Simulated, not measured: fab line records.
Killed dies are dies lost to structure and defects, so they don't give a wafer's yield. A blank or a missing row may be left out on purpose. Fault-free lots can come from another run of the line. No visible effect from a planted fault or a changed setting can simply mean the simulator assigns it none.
Chamber matching + flow nandHarc + NHARC_A_CHANNEL_HOLE_D2_DEP_01 on pecvd-04: 3 sister chambers
The step deposits SiON, target thk 140 nm. 3 wafers are shown with their chamber, then 7 later ones without.

## EACH WAFER AND ITS CHAMBER
| wafer  | chamber | heaterPowerW (W) |
|--------|---------|------------------|
| L265.4 | 0       | 786              |
| L273.3 | 2       | 731              |
| L273.5 | 1       | 759              |

## WAFERS WITH NO CHAMBER GIVEN
| wafer  | heaterPowerW (W) |
|--------|------------------|
| L273.6 | 734              |
| L276.1 | 682              |
| L276.5 | 706              |
| L276.6 | 900              |
| L277.1 | 694              |
| L277.4 | 735              |
| L277.5 | 891              |

## WHICH CHAMBER EACH WENT THROUGH
| wafer  | from the rows above          | in truth |
|--------|------------------------------|----------|
| L273.6 | can't be placed: 2 or 1 or 0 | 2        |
| L276.1 | can't be placed: 2 or 1 or 0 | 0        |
| L276.5 | can't be placed: 2 or 1 or 0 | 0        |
| L276.6 | can't be placed: 0 or 1 or 2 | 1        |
| L277.1 | can't be placed: 2 or 1 or 0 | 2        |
| L277.4 | can't be placed: 2 or 1 or 0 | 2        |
| L277.5 | can't be placed: 0 or 1 or 2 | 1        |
Correct placement for 0 of the 7. Cannot be placed on the basis of these rows: 7; the candidates contain the true chamber in 7. Number placed wrongly: 0.
How it was worked out, from the rows above alone: a wafer's distance from a chamber is the root of the sum, over the readings, of the square of ((its reading less the chamber's mean) divided by the reading's scatter). The wafer belongs to the nearest chamber; if the next one is less than 2 further off, it can't be placed. Each chamber's mean is taken over the wafers shown for it. The scatter: with one shown wafer a chamber, the root of the mean of the squares of how far each hidden wafer lies from its nearest shown one.
